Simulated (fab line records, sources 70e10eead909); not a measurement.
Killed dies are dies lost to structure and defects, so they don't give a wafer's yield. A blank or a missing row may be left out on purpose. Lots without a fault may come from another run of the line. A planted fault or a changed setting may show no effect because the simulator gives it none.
A struck lot beside a sound one | flow nand_harc | 39 steps out of a route of 1302
Sound: wafers L375.1, L375.3, L375.4. Struck: wafers L386.1, L386.4, L386.6. The cause comes at the end.
At each step with rows: each side's tool, then ch and its chambers, then its first start. Under that, the readings that differ: sound wafers | struck wafers | difference of the means | sigmas: that difference in standard deviations of wafers without a fault.
alike: readings whose means differ by less than 2 such deviations, and words and numbers that are the same on both sides. not compared: withheld readings, readings that some wafer has no value for, bounds like >300 that may hide the same value, and numbers for which the record gives no deviation and whose values overlap.
The two part at a step that has a row with sigmas, a row that says differs or no value, or rows on one side only. Numbers that don't overlap but have no deviation are shown without sigmas and don't part them. A reading that every wafer of one side lacks parts them only if that side has two wafers or more.

first, 1 step without rows for these wafers: NHARC_A_CHANNEL_FILL_D1_SRD_12.
NHARC_A_CHANNEL_FILL_D1_INSPECT_13:
  sound on defect_inspect-02, day 11 04:51; struck on defect_inspect-02, day 15 18:11
  alike: raw_defect_count
NHARC_A_DECK1_JOINT_ETCHBACK_07: etches the open film in HBr, target depth 105 nm, time 26.9 s.
  sound on rie_si-06 ch 0,1,3, day 11 04:55; struck on rie_si-06 ch 0,3, day 15 18:14
  reading               | sound             | struck            | difference | sigmas
  oes_product_au (a.u.) | 0.984 1.010 0.986 | 1.023 1.008 1.016 | +0.022     | +2
  alike: bias_w, drypump_motor_current_A, throttle_valve_pct
  not compared: rf_hours_counter_h
then, 7 steps without rows for these wafers: NHARC_A_DECK1_JOINT_ETCH_25 (etches SiO2 in dHF, target depth 0.5 nm); NHARC_A_DECK1_JOINT_ETCH_19 (etches poly-Si in TMAH, target depth 3 nm); NHARC_A_DECK1_JOINT_ETCH_18 (etches SiO2 in dHF, target depth 3 nm); NHARC_A_DECK1_JOINT_WET_08 (chemistry H3PO4, time 86 s); NHARC_A_DECK1_JOINT_ETCH_09 (etches SiO2 in dHF, target depth 5 nm); NHARC_A_DECK1_JOINT_WET_10 (chemistry H3PO4, time 86 s); NHARC_A_DECK1_JOINT_ETCH_11 (etches SiO2 in dHF, target depth 35 nm).
NHARC_A_DECK1_JOINT_CVD_12: deposits poly-Si, target thk 90 nm, time 1800 s.
  sound on lpcvd_poly-02 ch 0, day 11 17:51; struck on lpcvd_poly-02 ch 0, day 16 01:41
  alike: tube_center_temp_C, zone_power_centre_pct
NHARC_A_DECK1_JOINT_CMP_13: polishes, target thk 51.023 nm.
  sound on cmp-02 ch 0,1,3, day 11 20:43; struck on cmp-04 ch 2,3, day 16 04:34
  alike: edge_zone_pressure_frac, motor_current_A, time_to_endpoint_s
NHARC_A_DECK1_JOINT_THK_MEAS_14: measures by ellipsometry.
  sound on film_metro-01, day 11 20:58; struck on film_metro-02, day 16 04:47
  alike: thk_nm
then, 1 step without rows for these wafers: NHARC_A_DECK1_JOINT_SRD_04.
NHARC_A_DECK1_JOINT_ETCHBACK_00: etches the open film in HBr, target depth 30 nm, time 17.4 s.
  sound on rie_si-05 ch 0,1,2, day 11 21:06; struck on rie_si-01 ch 0,1,2, day 16 04:56
  alike: bias_w, drypump_motor_current_A, oes_product_au, throttle_valve_pct
  not compared: rf_hours_counter_h
then, 8 steps without rows for these wafers: NHARC_A_DECK1_JOINT_PRECLEAN_30 (cleans in SC1); NHARC_A_DECK1_JOINT_SRD_31; NHARC_A_DECK1_JOINT_CVD_34 (deposits SiNx, target thk 20 nm); NHARC_A_DECK1_JOINT_DEP_06 (deposits SiOx, target thk 80 nm); NHARC_A_DECK1_JOINT_CURE_26 (time 32 s); NHARC_A_DECK1_JOINT_ANNEAL_27 (time 3600 s); NHARC_A_DECK1_JOINT_ANNEAL_28 (time 1800 s); NHARC_A_DECK1_JOINT_ANNEAL_29 (time 1800 s).
NHARC_A_DECK1_JOINT_CMP_02: polishes SiOx.
  sound on cmp-02 ch 0,2,3, day 12 21:50; struck on cmp-04 ch 0,1,3, day 17 02:33
  alike: edge_zone_pressure_frac, motor_current_A
then, 1 step without rows for these wafers: NHARC_A_DECK1_JOINT_SRD_15.
NHARC_A_DECK1_JOINT_DEP_16: deposits SiO2, target thk 45 nm.
  sound on pecvd-01 ch 0,1,2, day 12 22:13; struck on pecvd-03 ch 0,1,2, day 17 03:00
  alike: heater_power_outer_w, heater_power_w, throttle_valve_pct
NHARC_A_DECK1_JOINT_THK_MEAS_17: measures by ellipsometry.
  sound on film_metro-01, day 12 22:29; struck on film_metro-01, day 17 03:13
  alike: thk_nm
then, 1 step without rows for these wafers: NHARC_A_ONON_D2_DEP_00 (target thk 1000 nm).
NHARC_A_ONON_D2_THK_MEAS_02: measures by ellipsometry.
  sound on film_metro-02, day 12 23:07; struck on film_metro-01, day 17 03:50
  alike: thk_nm
then, 1 step without rows for these wafers: NHARC_A_ONON_D2_DEP_03 (target thk 1000 nm).
NHARC_A_ONON_D2_THK_MEAS_05: measures by ellipsometry.
  sound on film_metro-02, day 12 23:40; struck on film_metro-02, day 17 04:24
  alike: thk_nm
then, 1 step without rows for these wafers: NHARC_A_ONON_D2_DEP_06 (target thk 1000 nm).
NHARC_A_ONON_D2_THK_MEAS_08: measures by ellipsometry.
  sound on film_metro-01, day 13 00:14; struck on film_metro-02, day 17 04:58
  reading     | sound          | struck      | difference | sigmas
  thk_nm (nm) | 1011 1012 1012 | 989 987 989 | -23        | -3
then, 1 step without rows for these wafers: NHARC_A_ONON_D2_DEP_09 (target thk 1000 nm).
NHARC_A_ONON_D2_THK_MEAS_11: measures by ellipsometry.
  sound on film_metro-02, day 13 00:48; struck on film_metro-02, day 17 05:32
  reading     | sound          | struck      | difference | sigmas
  thk_nm (nm) | 1011 1010 1011 | 987 987 986 | -24        | -3
then, 1 step without rows for these wafers: NHARC_A_ONON_D2_DEP_12 (target thk 1000 nm).
NHARC_A_ONON_D2_THK_MEAS_14: measures by ellipsometry.
  sound on film_metro-02, day 13 01:23; struck on film_metro-01, day 17 06:07
  alike: thk_nm
then, 1 step without rows for these wafers: NHARC_A_ONON_D2_ANNEAL_15 (time 3600 s).
-- the record jumps here: 12 days lie between the struck wafers' starts before and after (it left off in module A_ONON_D2 and takes up again in module END, whose first step shown is number 1302 of the route) --
NHARC_END_SORT_01:
  the record has rows for the struck wafers here (prober-01 ch 0, day 29 13:53) and none for the sound ones

WHERE THEY PART
First at NHARC_A_DECK1_JOINT_ETCHBACK_07; last, within this record, at NHARC_END_SORT_01.

WHY: what the simulator had put in
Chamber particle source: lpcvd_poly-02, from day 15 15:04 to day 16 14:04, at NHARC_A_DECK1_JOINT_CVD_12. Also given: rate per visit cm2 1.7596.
